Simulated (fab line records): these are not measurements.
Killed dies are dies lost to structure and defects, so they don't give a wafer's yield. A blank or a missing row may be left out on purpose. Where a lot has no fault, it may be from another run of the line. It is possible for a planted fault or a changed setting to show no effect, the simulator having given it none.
Matching of chambers	flow n5Finfet	N5_SPACER0_ALD_00 on aldSin-01 has 4 sister chambers
The step deposits SiOCN, target thk 3.5 nm, pulse time 3 s, purge time 2 s. 8 wafers are shown with their chamber, then 8 later ones without.

## WAFERS, EACH WITH ITS CHAMBER
wafer	chamber	heaterPowerW (W)	precursorPulseHeightRel
L079.3	0	614	1.018
L086.1	1	873	0.998
L086.2	2	1059	0.987
L086.3	0	621	1.021
L086.4	3	811	1.015
L086.5	3	820	1.012
L086.6	2	1069	0.984
L090.2	1	863	0.985

## WAFERS WITH NO CHAMBER GIVEN
wafer	heaterPowerW (W)	precursorPulseHeightRel
L090.3	837	0.997
L090.5	625	1.010
L094.2	1074	1.002
L094.3	616	0.993
L094.5	859	0.975
L095.2	628	0.992
L095.4	843	1.002
L095.5	1078	1.003

## WHICH CHAMBER EACH WENT THROUGH
wafer	from the rows above	in truth
L090.3	can't be placed: 3 or 1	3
L090.5	0	0
L094.2	2	2
L094.3	0	0
L094.5	1	1
L095.2	0	0
L095.4	can't be placed: 1 or 3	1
L095.5	2	2
Placed correctly: 6 of 8. From these rows, 2 cannot be placed; in 2 the true chamber is one of the candidates. Placed wrongly: 0.
How it was worked out, from the rows above alone: a wafer's distance from a chamber is the root of the sum, over the readings, of the square of ((its reading less the chamber's mean) divided by the reading's scatter). If the next closest chamber is less than 2 further off than the closest, the wafer can't be placed; otherwise it belongs to the closest. For every chamber, the mean is computed from those of its wafers that are shown. The scatter is the square root of a quotient: the sum, over the shown wafers, of each reading's squared deviation from its chamber's mean, divided by wafers minus chambers.
